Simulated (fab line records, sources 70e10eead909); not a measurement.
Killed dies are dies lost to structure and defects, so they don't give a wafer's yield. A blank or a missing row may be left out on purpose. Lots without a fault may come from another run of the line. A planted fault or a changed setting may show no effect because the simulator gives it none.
Chamber matching | flow nand_harc | NHARC_P_M0_CMP_23 on cmp-02: 4 sister chambers
The step polishes, t overpolish 20 s, target thk 117.54 nm. 4 wafers are shown with their chamber, then 10 later ones without.

WAFERS WITH THEIR CHAMBER
wafer  | chamber | motor_current_A (A)
L088.1 | 3       | 12.3
L088.4 | 2       | 11.8
L089.1 | 0       | 15.9
L089.4 | 1       | 10.2

WAFERS WITHOUT THEIR CHAMBER
wafer  | motor_current_A (A)
L089.5 | 11.7
L091.2 | 12.0
L091.4 | 11.9
L091.5 | 11.2
L091.1 | 10.6
L091.3 | 15.5
L091.6 | 11.5
L094.2 | 15.0
L094.3 | 11.6
L094.4 | 11.3

WHICH CHAMBER EACH WENT THROUGH
wafer  | from the rows above          | in truth
L089.5 | can't be placed: 2 or 3      | 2
L091.2 | can't be placed: 2 or 3      | 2
L091.4 | can't be placed: 2 or 3      | 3
L091.5 | can't be placed: 2 or 1 or 3 | 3
L091.1 | can't be placed: 1 or 2      | 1
L091.3 | 0                            | 0
L091.6 | can't be placed: 2 or 3      | 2
L094.2 | 0                            | 0
L094.3 | can't be placed: 2 or 3      | 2
L094.4 | can't be placed: 2 or 3 or 1 | 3
Placed correctly: 2 of 10. Can't be placed from these rows: 8 (the true chamber is among the candidates in 8). Placed wrongly: 0.
How it was worked out, from the rows above alone: a wafer's distance from a chamber is the root of the sum, over the readings, of the square of ((its reading less the chamber's mean) divided by the reading's scatter). The wafer belongs to the nearest chamber; if the next one is less than 2 further off, it can't be placed. A chamber's mean is the mean of its shown wafers. The scatter: with one shown wafer a chamber, the root of the mean of the squares of how far each hidden wafer lies from its nearest shown one.
